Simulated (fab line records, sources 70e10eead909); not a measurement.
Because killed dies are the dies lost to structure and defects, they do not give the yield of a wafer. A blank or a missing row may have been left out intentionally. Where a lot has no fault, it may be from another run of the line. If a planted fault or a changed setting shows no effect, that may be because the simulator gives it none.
Check of tool commonality    flow nandHarc    11 lots, 33 wafers sampled

== WHAT PROMPTED THE OPENING ==
At NHARC_A_CHANNEL_HOLE_D1_INSPECT_12 the reading rawDefectCount is flagged on 2 of 11 lots. Fault-free wafers read 5, with a standard deviation of 3.1.
Rule: a lot is flagged when every wafer of it that has a number lies more than 4 standard deviations from that mean, or none has a number. As for the other lots, they are considered sound.

lot   measured      on                rawDefectCount, wafer by wafer  flag
L734  day 8 14:38   defectInspect-01  5 6 6                           
L733  day 8 16:35   defectInspect-01  5 3 6                           
L735  day 8 16:45   defectInspect-01  4 4 8                           
L736  day 9 10:53   defectInspect-01  1 0 9                           
L740  day 10 04:20  defectInspect-01  8 19 8                          
L746  day 12 03:50  defectInspect-02  349 326 323                     FLAGGED
L749  day 12 13:59  defectInspect-02  350 319 322                     FLAGGED
L752  day 13 02:50  defectInspect-02  5 2 3                           
L753  day 13 19:54  defectInspect-01  9 5 4                           
L754  day 13 19:55  defectInspect-01  2 2 3                           
L755  day 13 21:07  defectInspect-01  3 0 3                           
Averaged over the flagged lots the numbers come to 332, +326 from the usual (+99 or more standard deviations).

== TOOL THAT RAN EACH LOT ==
The record keeps 1 process step preceding the reading, out of 1159 steps on the route. Cell contents, in order: the tool; ch with the chambers the sampled wafers went through; the start.
lot   flag     NHARC_A_CHANNEL_HOLE_D1_DEP_00
L734           aclDep-01 ch 0, day 8 11:48
L733           aclDep-03 ch 0, day 8 14:08
L735           aclDep-01 ch 0, day 8 14:13
L736           aclDep-02 ch 0, day 9 08:34
L740           aclDep-03 ch 0, day 10 01:41
L746  FLAGGED  aclDep-01 ch 0, day 12 01:41
L749  FLAGGED  aclDep-01 ch 0, day 12 11:05
L752           aclDep-03 ch 0, day 13 00:22
L753           aclDep-02 ch 0, day 13 12:04
L754           aclDep-02 ch 0, day 13 13:20
L755           aclDep-02 ch 0, day 13 18:20
What the steps here do:
- NHARC_A_CHANNEL_HOLE_D1_DEP_00: deposits aC, target thk 3100 nm.
- NHARC_A_CHANNEL_HOLE_D1_INSPECT_12

== FLAGGED AGAINST TOTAL, ONE TOOL AT A TIME (gauges that did the reading follow at the end) ==
step                                tool              lots run  flagged  share of the flagged lots  sound lots run after its first flagged lot
NHARC_A_CHANNEL_HOLE_D1_DEP_00      aclDep-01         4         2        all                        0
NHARC_A_CHANNEL_HOLE_D1_DEP_00      aclDep-02         4         0        none                       -
NHARC_A_CHANNEL_HOLE_D1_DEP_00      aclDep-03         3         0        none                       -
NHARC_A_CHANNEL_HOLE_D1_INSPECT_12  defectInspect-01  8         0        none                       -
NHARC_A_CHANNEL_HOLE_D1_INSPECT_12  defectInspect-02  3         2        all                        1 (L752)

== WHAT THE TABLE PERMITS ==
In 2 table rows, all flagged lots were run: aclDep-01 (NHARC_A_CHANNEL_HOLE_D1_DEP_00), defectInspect-02 (NHARC_A_CHANNEL_HOLE_D1_INSPECT_12).
- aclDep-01 at NHARC_A_CHANNEL_HOLE_D1_DEP_00: 2 of its 4 lots flagged. A fault beginning between L735 (day 8 14:13), its last sound lot, and L746 (day 12 01:41), its first flagged one, fits the data.
- defectInspect-02 at NHARC_A_CHANNEL_HOLE_D1_INSPECT_12: 2 of its 3 lots flagged. Sound lots followed the first flagged one (L752) on it, something a lasting fault affecting the whole tool could not allow.
What remains is a single tool, aclDep-01 at NHARC_A_CHANNEL_HOLE_D1_DEP_00.

== WHAT WAS PUT IN BY THE SIMULATOR ==
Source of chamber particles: aclDep-01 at NHARC_A_CHANNEL_HOLE_D1_DEP_00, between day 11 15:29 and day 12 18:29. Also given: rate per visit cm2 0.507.
Shown lots that were struck: L746, L749. This agrees with what the rule above found.
